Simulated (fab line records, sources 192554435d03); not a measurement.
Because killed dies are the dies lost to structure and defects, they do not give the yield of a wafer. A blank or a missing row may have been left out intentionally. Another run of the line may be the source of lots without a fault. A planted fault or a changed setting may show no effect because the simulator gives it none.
Which tool is to blame? :: flow n5-finfet :: Sampling: 11 lots, 33 wafers, 4 of 1938 route steps

## WHAT EACH GAUGE READ, for each wafer
The record holds no reading of a measuring or inspecting step that can be judged against a usual standard deviation.

## TOOL THAT RAN EACH LOT (tool first, then ch and the chambers of the sampled wafers, then the start)
lot: L130
N5_BEOL_M8_ANNEAL_51: rtp-anneal-01 ch 0, day 11 04:34
N5_BEOL_M9_ETCH_65: rie-diel-05 ch 0,3, day 11 12:45
N5_BEOL_M9_DEGAS_44: pvd-sputter-02, day 11 15:32
N5_BEOL_M9_ALD_74: ald-metal-03 ch 0,3, day 11 15:39

lot: L134
N5_BEOL_M8_ANNEAL_51: rtp-anneal-02 ch 0, day 12 12:22
N5_BEOL_M9_ETCH_65: rie-diel-03 ch 0,1, day 12 17:36
N5_BEOL_M9_DEGAS_44: pvd-sputter-03, day 12 18:45
N5_BEOL_M9_ALD_74: ald-metal-03 ch 1,3, day 12 18:51

lot: L132
N5_BEOL_M8_ANNEAL_51: rtp-anneal-01 ch 0, day 12 13:50
N5_BEOL_M9_ETCH_65: rie-diel-02 ch 0,1,3, day 12 18:07
N5_BEOL_M9_DEGAS_44: pvd-sputter-03, day 12 19:41
N5_BEOL_M9_ALD_74: ald-metal-02 ch 0,2,3, day 12 19:47

lot: L135
N5_BEOL_M8_ANNEAL_51: rtp-anneal-02 ch 0, day 12 17:37
N5_BEOL_M9_ETCH_65: rie-diel-03 ch 0,1,3, day 12 20:55
N5_BEOL_M9_DEGAS_44: pvd-sputter-03, day 12 22:34
N5_BEOL_M9_ALD_74: ald-metal-04 ch 1,2, day 12 22:50

lot: L137
N5_BEOL_M8_ANNEAL_51: rtp-anneal-02 ch 0, day 12 23:34
N5_BEOL_M9_ETCH_65: rie-diel-03 ch 0,2, day 13 03:40
N5_BEOL_M9_DEGAS_44: pvd-sputter-02, day 13 04:47
N5_BEOL_M9_ALD_74: ald-metal-04 ch 0,1,3, day 13 04:53

lot: L136
N5_BEOL_M8_ANNEAL_51: rtp-anneal-01 ch 0, day 13 06:43
N5_BEOL_M9_ETCH_65: rie-diel-03 ch 2,3, day 13 14:15
N5_BEOL_M9_DEGAS_44: pvd-sputter-02, day 13 15:26
N5_BEOL_M9_ALD_74: ald-metal-02 ch 2,3, day 13 15:32

lot: L140
N5_BEOL_M8_ANNEAL_51: rtp-anneal-01 ch 0, day 13 17:01
N5_BEOL_M9_ETCH_65: rie-diel-03 ch 0,1,3, day 13 22:07
N5_BEOL_M9_DEGAS_44: pvd-sputter-02, day 13 23:27
N5_BEOL_M9_ALD_74: ald-metal-04 ch 0,1,2, day 13 23:33

lot: L141
N5_BEOL_M8_ANNEAL_51: rtp-anneal-01 ch 0, day 14 09:21
N5_BEOL_M9_ETCH_65: rie-diel-02 ch 0,1, day 14 13:38
N5_BEOL_M9_DEGAS_44: pvd-sputter-01, day 14 15:20
N5_BEOL_M9_ALD_74: ald-metal-04 ch 1,2,3, day 14 15:26

lot: L142
N5_BEOL_M8_ANNEAL_51: rtp-anneal-01 ch 0, day 14 12:31
N5_BEOL_M9_ETCH_65: rie-diel-05 ch 1,3, day 14 19:04
N5_BEOL_M9_DEGAS_44: pvd-sputter-03, day 14 20:00
N5_BEOL_M9_ALD_74: ald-metal-02 ch 0,1,3, day 14 20:06

lot: L143
N5_BEOL_M8_ANNEAL_51: rtp-anneal-02 ch 0, day 14 14:58
N5_BEOL_M9_ETCH_65: rie-diel-05 ch 1,2,3, day 15 01:07
N5_BEOL_M9_DEGAS_44: pvd-sputter-03, day 15 03:20
N5_BEOL_M9_ALD_74: ald-metal-02 ch 0,1,3, day 15 03:34

lot: L147
N5_BEOL_M8_ANNEAL_51: rtp-anneal-01 ch 0, day 16 11:49
N5_BEOL_M9_ETCH_65: rie-diel-05 ch 0,2, day 16 18:22
N5_BEOL_M9_DEGAS_44: pvd-sputter-02, day 16 19:51
N5_BEOL_M9_ALD_74: ald-metal-03 ch 2,3, day 16 19:57
- N5_BEOL_M8_ANNEAL_51: time 90 s.
- N5_BEOL_M9_ETCH_65: etches SiARC in CF4, target depth 15.6 nm, time 26 s.
- N5_BEOL_M9_DEGAS_44: time 60 s.
- N5_BEOL_M9_ALD_74: deposits TaN, target thk 2 nm, pulse time 2 s, purge time 3 s.

## WHAT THE TOOLS THEMSELVES READ (means of the sampled wafers that have a number; where no wafer has one, the mark that the record gives instead)
N5_BEOL_M8_ANNEAL_51.
lot: L130
tool: rtp-anneal-01
wafer_temp_C_max: 225.64

lot: L134
tool: rtp-anneal-02
wafer_temp_C_max: 225.71

lot: L132
tool: rtp-anneal-01
wafer_temp_C_max: 225.49

lot: L135
tool: rtp-anneal-02
wafer_temp_C_max: 225.72

lot: L137
tool: rtp-anneal-02
wafer_temp_C_max: 225.92

lot: L136
tool: rtp-anneal-01
wafer_temp_C_max: 225.37

lot: L140
tool: rtp-anneal-01
wafer_temp_C_max: 225.47

lot: L141
tool: rtp-anneal-01
wafer_temp_C_max: 225.35

lot: L142
tool: rtp-anneal-01
wafer_temp_C_max: 225.44

lot: L143
tool: rtp-anneal-02
wafer_temp_C_max: 226.01

lot: L147
tool: rtp-anneal-01
wafer_temp_C_max: 225.48

N5_BEOL_M9_ETCH_65.
lot: L130
tool: rie-diel-05
drypump-motor-current-A (A): 6.2
etch-rf-on-time-s (s): 25.8
oes-product-au (a.u.): 0.63
rf-vpp-V (V): 185.1
showerhead-plenum-p-Torr (Torr): 2.13
throttle-valve-pct (%): 15.78

lot: L134
tool: rie-diel-03
drypump-motor-current-A (A): 5.8
etch-rf-on-time-s (s): 25.7
oes-product-au (a.u.): 0.65
rf-vpp-V (V): 184.1
showerhead-plenum-p-Torr (Torr): 2.20
throttle-valve-pct (%): 15.79

lot: L132
tool: rie-diel-02
drypump-motor-current-A (A): 5.4
etch-rf-on-time-s (s): 25.8
oes-product-au (a.u.): 0.68
rf-vpp-V (V): 183.8
showerhead-plenum-p-Torr (Torr): 2.09
throttle-valve-pct (%): 15.65

lot: L135
tool: rie-diel-03
drypump-motor-current-A (A): 5.7
etch-rf-on-time-s (s): 26.0
oes-product-au (a.u.): 0.62
rf-vpp-V (V): 185.1
showerhead-plenum-p-Torr (Torr): 2.19
throttle-valve-pct (%): 15.83

lot: L137
tool: rie-diel-03
drypump-motor-current-A (A): 5.9
etch-rf-on-time-s (s): 26.4
oes-product-au (a.u.): 0.63
rf-vpp-V (V): 184.5
showerhead-plenum-p-Torr (Torr): 2.17
throttle-valve-pct (%): 15.75

lot: L136
tool: rie-diel-03
drypump-motor-current-A (A): 5.6
etch-rf-on-time-s (s): 26.5
oes-product-au (a.u.): 0.58
rf-vpp-V (V): 183.8
showerhead-plenum-p-Torr (Torr): 2.09
throttle-valve-pct (%): 15.83

lot: L140
tool: rie-diel-03
drypump-motor-current-A (A): 5.7
etch-rf-on-time-s (s): 26.1
oes-product-au (a.u.): 0.61
rf-vpp-V (V): 185.1
showerhead-plenum-p-Torr (Torr): 2.18
throttle-valve-pct (%): 15.85

lot: L141
tool: rie-diel-02
drypump-motor-current-A (A): 5.3
etch-rf-on-time-s (s): 25.8
oes-product-au (a.u.): 0.67
rf-vpp-V (V): 183.6
showerhead-plenum-p-Torr (Torr): 2.09
throttle-valve-pct (%): 15.77

lot: L142
tool: rie-diel-05
drypump-motor-current-A (A): 5.7
etch-rf-on-time-s (s): 26.1
oes-product-au (a.u.): 0.69
rf-vpp-V (V): 183.9
showerhead-plenum-p-Torr (Torr): 2.15
throttle-valve-pct (%): 15.56

lot: L143
tool: rie-diel-05
drypump-motor-current-A (A): 6.0
etch-rf-on-time-s (s): 26.0
oes-product-au (a.u.): 0.69
rf-vpp-V (V): 184.6
showerhead-plenum-p-Torr (Torr): 2.12
throttle-valve-pct (%): 15.65

lot: L147
tool: rie-diel-05
drypump-motor-current-A (A): 5.9
etch-rf-on-time-s (s): 28.3
oes-product-au (a.u.): 0.75
rf-vpp-V (V): 183.9
showerhead-plenum-p-Torr (Torr): 2.10
throttle-valve-pct (%): 15.29

N5_BEOL_M9_DEGAS_44.
lot: L130
tool: pvd-sputter-02
heater-power-w (W): 381
susceptor-temp-C (C): 249.97

lot: L134
tool: pvd-sputter-03
heater-power-w (W): 293
susceptor-temp-C (C): 249.85

lot: L132
tool: pvd-sputter-03
heater-power-w (W): 311
susceptor-temp-C (C): 250.03

lot: L135
tool: pvd-sputter-03
heater-power-w (W): 310
susceptor-temp-C (C): 250.09

lot: L137
tool: pvd-sputter-02
heater-power-w (W): 339
susceptor-temp-C (C): 249.91

lot: L136
tool: pvd-sputter-02
heater-power-w (W): 338
susceptor-temp-C (C): 249.89

lot: L140
tool: pvd-sputter-02
heater-power-w (W): 347
susceptor-temp-C (C): 250.12

lot: L141
tool: pvd-sputter-01
heater-power-w (W): 351
susceptor-temp-C (C): 250.05

lot: L142
tool: pvd-sputter-03
heater-power-w (W): 315
susceptor-temp-C (C): 250.13

lot: L143
tool: pvd-sputter-03
heater-power-w (W): 306
susceptor-temp-C (C): 250.03

lot: L147
tool: pvd-sputter-02
heater-power-w (W): 352
susceptor-temp-C (C): 250.04

N5_BEOL_M9_ALD_74.
lot: L130
tool: ald-metal-03
heater-power-w (W): 416
mfc-carrier-sccm (sccm): 1502
susceptor-temp-C (C): 274.90

lot: L134
tool: ald-metal-03
heater-power-w (W): 365
mfc-carrier-sccm (sccm): 1506
susceptor-temp-C (C): 275.10

lot: L132
tool: ald-metal-02
heater-power-w (W): 463
mfc-carrier-sccm (sccm): 1499
susceptor-temp-C (C): 275.11

lot: L135
tool: ald-metal-04
heater-power-w (W): 392
mfc-carrier-sccm (sccm): 1504
susceptor-temp-C (C): 275.16

lot: L137
tool: ald-metal-04
heater-power-w (W): 414
mfc-carrier-sccm (sccm): 1499
susceptor-temp-C (C): 275.06

lot: L136
tool: ald-metal-02
heater-power-w (W): 457
mfc-carrier-sccm (sccm): 1502
susceptor-temp-C (C): 275.16

lot: L140
tool: ald-metal-04
heater-power-w (W): 390
mfc-carrier-sccm (sccm): 1502
susceptor-temp-C (C): 274.98

lot: L141
tool: ald-metal-04
heater-power-w (W): 419
mfc-carrier-sccm (sccm): 1498
susceptor-temp-C (C): 275.07

lot: L142
tool: ald-metal-02
heater-power-w (W): 457
mfc-carrier-sccm (sccm): 1503
susceptor-temp-C (C): 274.83

lot: L143
tool: ald-metal-02
heater-power-w (W): 449
mfc-carrier-sccm (sccm): 1501
susceptor-temp-C (C): 274.83

lot: L147
tool: ald-metal-03
heater-power-w (W): 403
mfc-carrier-sccm (sccm): 1501
susceptor-temp-C (C): 275.01

## THE ANSWER, worked out from the rows above alone
Rule: usual is defined by the lots themselves. Put in order of their means at a reading, lots are off if they are a third of the lots or fewer, leave a main group of 4 or more, and stand apart from it by a gap of 3 or more times the standard deviation of the main group's means; of several such gaps the widest counts. If all means in a main group match to the digits the tables above print for the reading, that group is not used. Also off: a lot with no number at a reading for which 4 or more lots have one. The other lots that the step has rows for count as sound. The gauges are gone through in route order, then the tools' own readings, and for those a lot's mean is taken as printed above. At the first step where some lot is off, the reading lying furthest off is the one used; lots without a number count as furthest.
Off at N5_BEOL_M9_ETCH_65 (etch-rf-on-time-s): L147. Main group: mean 26.0 s, sd 0.25.
If a tool, at that step or one of the process steps before it, ran each lot that is off and ran no sound lot following the first of them, it fits. 2 tools fit, rtp-anneal-01 at N5_BEOL_M8_ANNEAL_51 and rie-diel-05 at N5_BEOL_M9_ETCH_65, so this cannot tell which one it is.

## WHAT THE SIMULATOR HAD INSERTED
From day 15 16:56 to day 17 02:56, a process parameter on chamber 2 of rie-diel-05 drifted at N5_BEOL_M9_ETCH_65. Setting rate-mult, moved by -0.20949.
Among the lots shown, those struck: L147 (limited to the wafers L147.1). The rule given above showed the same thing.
